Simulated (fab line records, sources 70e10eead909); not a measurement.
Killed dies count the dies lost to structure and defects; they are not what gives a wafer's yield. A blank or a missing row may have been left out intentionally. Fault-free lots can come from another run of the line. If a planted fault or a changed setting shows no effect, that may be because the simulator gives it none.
Comparing a struck lot with a sound one -- flow nand harc -- 15 steps out of a route of 1302
Sound: the wafers L175.1, L175.2, L175.6. Struck: wafer L165.5 (L165.2, L165.3, from the same lot, were not struck and are left out); the cause is given at the end.
Each step with rows lists, per side, the tool, then ch with its chambers, then its first start. Under that, the readings that differ: sound wafers -- struck wafers -- difference of the means -- sigmas: that difference in standard deviations of wafers without a fault.
alike: words and numbers the same on both sides, and readings whose means are apart by under 2 such deviations; not compared: readings that were withheld, readings missing a value for some wafer, numbers with overlapping values and no deviation given by the record, and bounds like >300 which may hide the same value.
The two part at a step that has a row with sigmas, a row that says differs or no value, or rows on one side only. When numbers do not overlap yet have no deviation, they are printed without sigmas and do not part them. A reading that every wafer of one side lacks parts them only if that side has two wafers or more.

first, 8 steps without rows for these wafers: NHARC_P_M0_HMDS_02 (time 30 s); NHARC_P_M0_COAT_33 (time 65 s); NHARC_P_M0_COAT_03 (resist thk 90 nm); NHARC_P_M0_SOFTBAKE_04 (time 55 s); NHARC_P_M0_EBR_05; NHARC_P_M0_EXPOSE_06 (exposes mask P M0, target cd 90 nm); NHARC_P_M0_PEB_07 (peb time 65 s); NHARC_P_M0_DEVELOP_08 (develop time 35 s).
NHARC_P_M0_CD_MEAS_09: target cd 90 nm.
  sound on cd sem-01 ch 0, day 12 20:12; struck on cd sem-03 ch 0, day 8 15:04
  alike: cd nm
NHARC_P_M0_OVL_MEAS_10: pitch 180 nm.
  sound: overlay-01 at day 12 20:17; struck: overlay-01 at day 8 15:09
reading,sound,struck,difference,sigmas
overlay x nm (nm),1.7 1.9 1.4,-0.6,-2.3,-2
  alike: overlay y nm
NHARC_P_M0_INSPECT_11:
  sound: defect inspect-01 at day 12 20:20; struck: defect inspect-02 at day 8 15:11
reading,sound,struck,difference,sigmas
raw defect count,9 9 7,1,-7,-3
NHARC_P_M0_DESCUM_14: chemistry O2, time 3 s.
  sound on rie diel-05 ch 0,1,3, day 12 20:25; struck on rie diel-05 ch 3, day 8 15:15
reading,sound,struck,difference,sigmas
rf vpp V (V),58.3 58.1 59.0,56.3,-2.2,-3
  alike: drypump motor current A, mfc ar sccm, oes product au, showerhead plenum p Torr, throttle valve pct
  not compared: rf hours counter h
NHARC_P_M0_ETCH_34: etches the open film in N2/H2, target depth 40 nm, overetch 12 nm, time 43.94 s.
  sound on rie diel-05 ch 0,2,3, day 12 20:29; struck on rie diel-05 ch 0, day 8 15:20
reading,sound,struck,difference,sigmas
oes product au (a.u.),0.997 0.989 0.999,0.843,-0.152,-16
throttle valve pct (%),14.182 14.180 14.186,14.166,-0.017,-2
  alike: drypump motor current A, h2 flow sccm, mfc ar sccm, rf vpp V, showerhead plenum p Torr
  not compared: rf hours counter h
NHARC_P_M0_ETCH_15: etches the open film in C4F8/Ar, target depth 150 nm, overetch 15 nm, time 82.5 s.
  sound on rie diel-05 ch 0,1,2; struck on rie diel-05 ch 3
  alike: oes product au, rf vpp V
  not compared: rf hours counter h
NHARC_END_SORT_01:
  the record has rows for the sound wafers here (prober-01 ch 0, day 30 21:02) and none for the struck ones

WHERE THEY PART
First at NHARC_P_M0_OVL_MEAS_10; last, within this record, at NHARC_END_SORT_01.

WHY: the cause the simulator had injected
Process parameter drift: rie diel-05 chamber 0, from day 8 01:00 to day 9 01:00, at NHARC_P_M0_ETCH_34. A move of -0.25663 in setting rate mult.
